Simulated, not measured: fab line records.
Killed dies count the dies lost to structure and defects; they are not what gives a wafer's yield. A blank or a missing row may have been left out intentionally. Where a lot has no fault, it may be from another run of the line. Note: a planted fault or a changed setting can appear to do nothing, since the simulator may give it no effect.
Matching of chambers    flow n5_finfet    4 sister chambers for N5_BEOL_M5_ALD_86 on ald_metal-03
The step deposits TaN, pulse time 2 s, purge time 3 s, co reactant purge time 2 s. 24 wafers are shown with their chamber, then 12 later ones without.

== WAFERS PAIRED WITH THEIR CHAMBERS ==
wafer   chamber  heater_power_w (W)
L074.2  2        515
L074.3  3        382
L074.4  0        384
L075.1  3        373
L075.2  0        389
L075.3  2        528
L076.1  3        362
L076.2  2        515
L076.5  1        409
L077.1  2        508
L077.2  3        374
L077.3  1        406
L077.4  0        392
L077.5  1        414
L077.6  2        526
L078.4  1        409
L078.5  1        408
L078.6  2        519
L081.1  2        516
L081.2  0        387
L081.6  0        388
L085.2  2        510
L085.4  0        389
L085.5  0        388

SIGNATURES (averages over the wafers above)
reading         chamber 0  chamber 1  chamber 2  chamber 3  scatter within a chamber
heater_power_w  388.14     409.20     517.12     372.75     5.56
Rule: distance of a wafer from a chamber = root of the sum over the readings of ((wafer's reading minus chamber's mean) / reading's scatter) squared. If the next closest chamber is less than 2 further off than the closest, the wafer can't be placed; otherwise it belongs to the closest. The scatter: take each reading less its chamber's mean, square it, sum over the shown wafers, divide by the number of wafers less the number of chambers, and take the root.

== WAFERS WHOSE CHAMBER IS MISSING ==
wafer   heater_power_w (W)
L086.2  368
L086.3  403
L086.6  506
L090.2  399
L090.3  381
L090.5  370
L089.2  369
L089.3  520
L089.6  358
L096.1  524
L096.2  389
L096.4  413

== WHICH CHAMBER EACH ONE RAN IN ==
wafer   from the rows above      in truth
L086.2  3                        3
L086.3  can't be placed: 1 or 0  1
L086.6  2                        2
L090.2  can't be placed: 1 or 0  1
L090.3  can't be placed: 0 or 3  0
L090.5  3                        3
L089.2  3                        3
L089.3  2                        2
L089.6  3                        3
L096.1  2                        2
L096.2  0                        0
L096.4  1                        1
9 of 12 placed correctly. From these rows, 3 cannot be placed; in 3 the true chamber is one of the candidates. Number placed wrongly: 0.
